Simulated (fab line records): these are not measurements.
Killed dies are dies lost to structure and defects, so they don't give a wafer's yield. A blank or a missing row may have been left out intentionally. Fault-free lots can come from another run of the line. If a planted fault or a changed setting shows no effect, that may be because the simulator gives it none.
Split-lot experiment | flow n5-finfet | 7 lots, 39 wafers read, on a route of 1938 steps

ABOUT THE SPLIT
At N5_BEOL_M3_CVD_47 (deposits Co from CCTBA/H2, target thk 3 nm, time 223.8 s), the setting target-thk-a was moved away from the recipe's 30 angstrom on 12 of the 39 wafers read, by -54.8% to +27.3%. All remaining wafers had this setting at the recipe value.

The reading comes from the split's own step.

THE READING
Co_of_BEOL_M3_CVD_47.thk-nm (the simulator's own value, which no gauge read), in nm, at N5_BEOL_M3_CVD_47 (deposits Co from CCTBA/H2, target thk 3 nm, time 223.8 s). There is no usual value for it anywhere in the file. Across the 27 wafers here that went through the recipe, the average is 3.0 nm and the standard deviation 0.1 nm.

wafer  | tool, chamber at the split | target-thk-a as run, angstrom | against the recipe | Co_of_BEOL_M3_CVD_47.thk-nm, nm | against lot-mates on the recipe
L075.1 | cvd-co-02, 1,2,2           | 35.46                         | +18.2%             | 3.4                             | +0.6
L075.3 | cvd-co-02, 1,2,2           | 35.46                         | +18.2%             | 3.4                             | +0.6
L075.5 | cvd-co-02, 1,2,2           | 35.46                         | +18.2%             | 3.4                             | +0.6
L075.2 | cvd-co-02, 0,1,0           | 30                            | recipe             | 2.8                             | -
L075.4 | cvd-co-02, 0,1,0           | 30                            | recipe             | 2.8                             | -
L075.6 | cvd-co-02, 0,1,0           | 30                            | recipe             | 2.8                             | -
L079.1 | cvd-co-02, 0,1,0           | 30                            | recipe             | 3                               | -
L079.2 | cvd-co-02, 0,1,0           | 30                            | recipe             | 3                               | -
L079.6 | cvd-co-02, 0,1,0           | 30                            | recipe             | 3                               | -
L079.3 | cvd-co-02, 2,1,2           | 36.61                         | +22.0%             | 3.6                             | +0.6
L079.4 | cvd-co-02, 2,1,2           | 36.61                         | +22.0%             | 3.6                             | +0.6
L079.5 | cvd-co-02, 2,1,2           | 36.61                         | +22.0%             | 3.6                             | +0.6
L083.1 | cvd-co-01, 0               | 13.56                         | -54.8%             | 1.4                             | -1.6
L083.2 | cvd-co-01, 1,1,0           | 30                            | recipe             | 3                               | -
L083.5 | cvd-co-01, 1,1,0           | 30                            | recipe             | 3                               | -
L083.6 | cvd-co-01, 1,1,0           | 30                            | recipe             | 3                               | -
L083.3 | cvd-co-01, 2               | 13.56                         | -54.8%             | 1.2                             | -1.8
L083.4 | cvd-co-01, 2               | 13.56                         | -54.8%             | 1.2                             | -1.8
L081.1 | cvd-co-02, 0,1,1,0,1,0     | 30                            | recipe             | 3                               | -
L081.2 | cvd-co-02, 0,1,1,0,1,0     | 30                            | recipe             | 3                               | -
L081.3 | cvd-co-02, 0,1,1,0,1,0     | 30                            | recipe             | 3                               | -
L081.4 | cvd-co-02, 0,1,1,0,1,0     | 30                            | recipe             | 3                               | -
L081.5 | cvd-co-02, 0,1,1,0,1,0     | 30                            | recipe             | 3                               | -
L081.6 | cvd-co-02, 0,1,1,0,1,0     | 30                            | recipe             | 3                               | -
L080.1 | cvd-co-01, 1,0             | 30                            | recipe             | 3                               | -
L080.6 | cvd-co-01, 1,0             | 30                            | recipe             | 3                               | -
L080.2 | cvd-co-01, 0,2,1           | 38.19                         | +27.3%             | 3.8                             | +0.9
L080.3 | cvd-co-01, 0,2,1           | 38.19                         | +27.3%             | 3.8                             | +0.9
L080.4 | cvd-co-01, 0,2,1           | 38.19                         | +27.3%             | 3.8                             | +0.9
L080.5 | cvd-co-01, 2               | 30                            | recipe             | 2.8                             | -
L085.3 | cvd-co-02, 1,0,2           | 30                            | recipe             | 3                               | -
L085.4 | cvd-co-02, 1,0,2           | 30                            | recipe             | 3                               | -
L085.5 | cvd-co-02, 1,0,2           | 30                            | recipe             | 3                               | -
L093.1 | cvd-co-02, 2,0,0           | 30                            | recipe             | 3                               | -
L093.3 | cvd-co-02, 2,0,0           | 30                            | recipe             | 3                               | -
L093.5 | cvd-co-02, 2,0,0           | 30                            | recipe             | 3                               | -
L093.2 | cvd-co-02, 1,2,1           | 30                            | recipe             | 3.2                             | -
L093.4 | cvd-co-02, 1,2,1           | 30                            | recipe             | 3.2                             | -
L093.6 | cvd-co-02, 1,2,1           | 30                            | recipe             | 3.2                             | -
When a row names more than one chamber, that row covers several wafers, and the file does not tell which wafer ran in which chamber.

FIT RESULTS
A straight line over all 39 wafers: Co_of_BEOL_M3_CVD_47.thk-nm changes by +0.0302 nm for each +1% of target-thk-a; r = +0.99; the points scatter about the line by 0.1 nm.
The same after taking each lot's own level away (the mean of its wafers on the recipe; 39 wafers): +0.0313 nm for each +1%; r = +0.99; scatter 0.062 nm.
The reading moves by 1.7 nm for the largest change in target-thk-a, on that fit.
From 2.80 to 3.10 nm: that is the span of the lots' own levels, equal to 3.0 times the standard deviation above.
So the lot-to-lot level changes the slope little: the two slopes agree.
Check: with one of the wafers moved furthest among these (-54.8%) left out of the fit, the line predicts -1.76 nm for it against its lot-mates. Against them it came out at -1.6 nm.

ADDITIONAL SPLITS CARRIED BY THESE WAFERS
Before the reading, these wafers also passed through other splits. Each is held against what the fit with the lots' levels taken away leaves over:
other split on the same wafers              | wafers away from the commonest value | r with Co_of_BEOL_M3_CVD_47.thk-nm (lot level and that fit taken away)
N5_FIN_SAQP_ETCH_65 time-s                  | 15                                   | -0.12
N5_SD_EPI_N_EPI_21 time-s                   | 12                                   | +0.06
N5_MOL_CONTACT_COAG_ETCH_124 target-depth-a | 15                                   | -0.04

FILE'S OWN FIT
Co_of_BEOL_M3_CVD_47.thk-nm changes by +0.0313 nm for each +1% of target-thk-a, r = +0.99.
